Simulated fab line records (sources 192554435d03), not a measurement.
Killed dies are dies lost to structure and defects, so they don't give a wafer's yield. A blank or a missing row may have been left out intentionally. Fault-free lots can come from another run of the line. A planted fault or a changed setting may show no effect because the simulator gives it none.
Which tool is to blame? | flow n5Finfet | Sampling: 11 lots, 32 wafers, 2 of 1938 route steps

== WHAT THE GAUGES READ, wafer by wafer ==
N5_BEOL_M13_OCD_MEAS_35.
lot  | measured     | on     | trenchDepthNm (nm)
L883 | day 11 18:31 | ocd-02 | 411 405 414
L886 | day 12 13:35 | ocd-01 | 415 420 408
L887 | day 12 19:56 | ocd-02 | 419 413 415
L888 | day 13 01:24 | ocd-02 | 420 417 425
L891 | day 13 13:21 | ocd-02 | 423 422 429
L889 | day 13 20:13 | ocd-01 | 409 413
L898 | day 15 08:58 | ocd-01 | 411 404 409
L901 | day 15 17:55 | ocd-02 | 419 419 416
L899 | day 15 23:38 | ocd-02 | 419 411 412
L903 | day 16 20:57 | ocd-02 | 404 417 419
L905 | day 17 12:58 | ocd-01 | 412 403 397

== TOOL THAT RAN EACH LOT (tool first, then ch and the chambers of the sampled wafers, then the start) ==
lot  | N5_BEOL_M13_ETCH_67
L883 | rieDiel-03 ch 1,2, day 11 17:58
L886 | rieDiel-06 ch 0,1,2, day 12 13:02
L887 | rieDiel-06 ch 1,2,3, day 12 19:23
L888 | rieDiel-06 ch 0,1,2, day 13 00:51
L891 | rieDiel-06 ch 1,2,3, day 13 12:48
L889 | rieDiel-05 ch 1,3, day 13 19:40
L898 | rieDiel-03 ch 0,1,2, day 15 08:26
L901 | rieDiel-06 ch 1,3, day 15 17:23
L899 | rieDiel-05 ch 0,1, day 15 23:05
L903 | rieDiel-05 ch 0,3, day 16 20:24
L905 | rieDiel-03 ch 0,2, day 17 12:25
- N5_BEOL_M13_ETCH_67: etches SiARC in CF4, target depth 143 nm, time 238.3 s.

== THE ANSWER, worked out from the rows above alone ==
Rule: the usual values come from the lots themselves. Put in order of their means at a reading, lots are off if they are a third of the lots or fewer, leave a main group of 4 or more, and stand apart from it by a gap of 3 or more times the standard deviation of the main group's means; of several such gaps the widest counts. A main group is skipped when, at the precision printed for the reading in the tables above, its means are all equal. A lot without any number at a reading at which 4 lots or more have one is off too. All remaining lots with rows at the step are treated as sound.
No lot is off at any reading shown: from this, nothing can be told.

== WHAT THE SIMULATOR PUT IN ==
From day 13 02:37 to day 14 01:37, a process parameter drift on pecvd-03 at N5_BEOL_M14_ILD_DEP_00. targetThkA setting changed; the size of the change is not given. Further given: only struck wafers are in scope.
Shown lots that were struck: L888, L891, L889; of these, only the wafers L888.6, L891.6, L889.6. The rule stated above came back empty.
